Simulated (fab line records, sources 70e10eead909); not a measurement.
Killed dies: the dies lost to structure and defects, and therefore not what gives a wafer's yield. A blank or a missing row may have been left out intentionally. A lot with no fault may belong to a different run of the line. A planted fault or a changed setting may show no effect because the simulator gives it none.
Struck lot and sound lot, side by side	flow nand harc	16 steps out of a route of 1159
Sound: the wafers L529.1, L529.2, L529.4. Struck: wafers L520.2, L520.4, L520.5. The cause is named last.
Order at every step that has rows: each side's tool, ch and its chambers, its first start. Under that, the readings that differ: sound wafers	struck wafers	difference of the means	sigmas: that difference in standard deviations of wafers without a fault.
alike: same words and numbers on both sides, and readings whose means sit less than 2 such deviations apart. not compared: any withheld reading, any reading some wafer has no value for, any bound like >300 that may hide the same value, and any number with overlapping values for which the record gives no deviation.
The two part at a step that has a row with sigmas, a row that says differs or no value, or rows on one side only. Numbers that have no deviation but don't overlap get no sigmas and don't part them. A reading that every wafer of one side lacks parts them only if that side has two wafers or more.

NHARC_P_M2_INSPECT_11:
  struck on defect inspect-01, day 8 02:22; sound on defect inspect-01, day 10 07:46
  alike: raw defect count
then, 1 step without rows for these wafers: NHARC_P_M2_DESCUM_14 (chemistry O2, time 3 s).
NHARC_P_M2_ETCH_35: etches the open film in N2/H2, target depth 40 nm, overetch 12 nm, time 43.94 s.
  sound on rie diel-12 ch 1,2,3, day 10 08:00; struck on rie diel-03 ch 0,1, day 8 02:31
reading	sound	struck	difference	sigmas
showerhead plenum p Torr (Torr)	2.15 2.19 2.12	2.07 1.94 1.94	-0.17	-2
  alike: drypump motor current A, oes product au, rf vpp V, throttle valve pct
  not compared: rf hours counter h
NHARC_P_M2_ETCH_15: etches the open film in C4F8/Ar, target depth 182.5 nm, time 91.2 s.
  sound on rie diel-12 ch 0,1,2; struck on rie diel-03 ch 0,1
  alike: oes product au, rf vpp V
  not compared: rf hours counter h
NHARC_P_M2_CD_MEAS_16:
  struck on cd sem-01, day 8 02:44; sound on cd sem-02, day 10 08:13
  alike: cd nm
NHARC_P_M2_STRIP_18: strips in N2/H2.
  sound on rie diel-09 ch 0,2,3, day 10 08:18; struck on rie diel-03 ch 0,3, day 8 02:50
  alike: drypump motor current A, oes product au, rf vpp V, showerhead plenum p Torr, throttle valve pct
  not compared: rf hours counter h
then, 2 steps without rows for these wafers: NHARC_P_M2_ETCH_28 (etches the open film in CF4/N2, target depth 30 nm, time 72.99 s); NHARC_P_M2_STRIP_19 (strips in post etch residue remover, time 600 s).
NHARC_P_M2_DEGAS_29: time 60 s.
  struck on pvd sputter-02, day 8 03:27; sound on pvd sputter-01, day 10 08:58
  alike: heater power w, susceptor temp C
then, 3 steps without rows for these wafers: NHARC_P_M2_PRE_CLEAN_30 (time 30 s); NHARC_P_M2_PVD_20 (deposits TaN, target thk 5 nm, time 8.06 s); NHARC_P_M2_PVD_21 (deposits Cu, target thk 30 nm, time 20.49 s).
NHARC_P_M2_ECD_22: material Cu, target thk 400 nm.
  sound on ecd cu-02 ch 0,1, day 10 09:19; struck on ecd cu-02 ch 0,1, day 8 03:51
  no value came back on the struck wafers for bath heat duty pct (%), bath temp c (C); on the sound wafers bath heat duty pct (%) reads 6.2 6.0 5.7
NHARC_P_M2_ANNEAL_31: time 90 s.
  sound on rtp anneal-02 ch 0, day 10 09:43; struck on rtp anneal-02 ch 0, day 8 04:14
  alike: wafer_temp_C_max
NHARC_P_M2_CMP_23: polishes, t overpolish 20 s, target thk 144.3 nm.
  sound on cmp-03 ch 0,1,3, day 10 10:03; struck on cmp-01 ch 0,1,3, day 8 04:34
reading	sound	struck	difference	sigmas
time to endpoint s (s)	31.1 28.3 28.5	3.0 2.3 2.6	-26.7	-11
  alike: motor current A, slurry flow ml min
NHARC_P_M2_THK_MEAS_24: measures by xrf.
  struck on film metro-01, day 8 05:00; sound on film metro-01, day 10 10:22
reading	sound	struck	difference	sigmas
thk nm (nm)	145.9 146.0 145.4	30.0 30.1 30.6	-115.5	-83
  not compared: hold

WHERE THEY PART
Last at NHARC_P_M2_THK_MEAS_24 as far as this record goes, first at NHARC_P_M2_ETCH_35.

WHY: what had been put in by the simulator
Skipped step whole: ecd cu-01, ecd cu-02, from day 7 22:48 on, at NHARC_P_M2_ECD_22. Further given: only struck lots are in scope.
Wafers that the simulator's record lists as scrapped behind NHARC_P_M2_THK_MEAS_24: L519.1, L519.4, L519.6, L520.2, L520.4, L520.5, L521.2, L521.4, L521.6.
